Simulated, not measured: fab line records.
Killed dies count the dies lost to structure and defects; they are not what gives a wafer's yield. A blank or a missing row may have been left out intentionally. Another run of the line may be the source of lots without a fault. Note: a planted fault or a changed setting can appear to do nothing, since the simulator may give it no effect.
Matching of chambers || flow n5 finfet || N5_BEOL_M7_ETCH_61 on rie diel-05 has 4 sister chambers
The step etches SiARC in CF4, target depth 45.5 nm, time 75.8 s. 8 wafers are shown with their chamber, then 10 later ones without.

WAFERS PAIRED WITH THEIR CHAMBERS
{"wafer": "L080.2", "chamber": 2, "showerhead plenum p Torr (Torr)": 2.04, "drypump motor current A (A)": 5.6}
{"wafer": "L082.6", "chamber": 2, "showerhead plenum p Torr (Torr)": 2.04, "drypump motor current A (A)": 5.7}
{"wafer": "L085.4", "chamber": 0, "showerhead plenum p Torr (Torr)": 2.19, "drypump motor current A (A)": 5.0}
{"wafer": "L090.6", "chamber": 0, "showerhead plenum p Torr (Torr)": 2.18, "drypump motor current A (A)": 5.0}
{"wafer": "L088.4", "chamber": 3, "showerhead plenum p Torr (Torr)": 2.06, "drypump motor current A (A)": 5.3}
{"wafer": "L088.5", "chamber": 1, "showerhead plenum p Torr (Torr)": 2.15, "drypump motor current A (A)": 6.2}
{"wafer": "L091.1", "chamber": 1, "showerhead plenum p Torr (Torr)": 2.15, "drypump motor current A (A)": 6.2}
{"wafer": "L091.2", "chamber": 3, "showerhead plenum p Torr (Torr)": 2.06, "drypump motor current A (A)": 5.4}

WAFERS WITH NO CHAMBER GIVEN
{"wafer": "L091.4", "showerhead plenum p Torr (Torr)": 2.03, "drypump motor current A (A)": 5.7}
{"wafer": "L076.2", "showerhead plenum p Torr (Torr)": 2.06, "drypump motor current A (A)": 5.4}
{"wafer": "L076.3", "showerhead plenum p Torr (Torr)": 2.03, "drypump motor current A (A)": 5.7}
{"wafer": "L076.5", "showerhead plenum p Torr (Torr)": 2.18, "drypump motor current A (A)": 5.0}
{"wafer": "L094.4", "showerhead plenum p Torr (Torr)": 2.06, "drypump motor current A (A)": 5.4}
{"wafer": "L094.5", "showerhead plenum p Torr (Torr)": 2.18, "drypump motor current A (A)": 5.0}
{"wafer": "L094.6", "showerhead plenum p Torr (Torr)": 2.06, "drypump motor current A (A)": 5.3}
{"wafer": "L095.1", "showerhead plenum p Torr (Torr)": 2.03, "drypump motor current A (A)": 5.7}
{"wafer": "L095.3", "showerhead plenum p Torr (Torr)": 2.14, "drypump motor current A (A)": 6.2}
{"wafer": "L095.6", "showerhead plenum p Torr (Torr)": 2.06, "drypump motor current A (A)": 5.4}

EACH ONE'S CHAMBER
{"wafer": "L091.4", "from the rows above": 2, "in truth": 2}
{"wafer": "L076.2", "from the rows above": 3, "in truth": 3}
{"wafer": "L076.3", "from the rows above": 2, "in truth": 2}
{"wafer": "L076.5", "from the rows above": 0, "in truth": 0}
{"wafer": "L094.4", "from the rows above": 3, "in truth": 3}
{"wafer": "L094.5", "from the rows above": 0, "in truth": 0}
{"wafer": "L094.6", "from the rows above": 3, "in truth": 3}
{"wafer": "L095.1", "from the rows above": 2, "in truth": 2}
{"wafer": "L095.3", "from the rows above": 1, "in truth": 1}
{"wafer": "L095.6", "from the rows above": 3, "in truth": 3}
Correct placement for 10 of the 10. Left unplaced by these rows: 0. Placed wrongly: 0.
How it was worked out, from the rows above alone: a wafer's distance from a chamber is the root of the sum, over the readings, of the square of ((its reading less the chamber's mean) divided by the reading's scatter). The wafer belongs to the nearest chamber; if the next one is less than 2 further off, it can't be placed. Each chamber's mean is taken over the wafers shown for it. How the scatter is found: for the shown wafers, subtract from each reading the mean of its chamber, square and add these, divide the total by (wafers less chambers), then take the root.
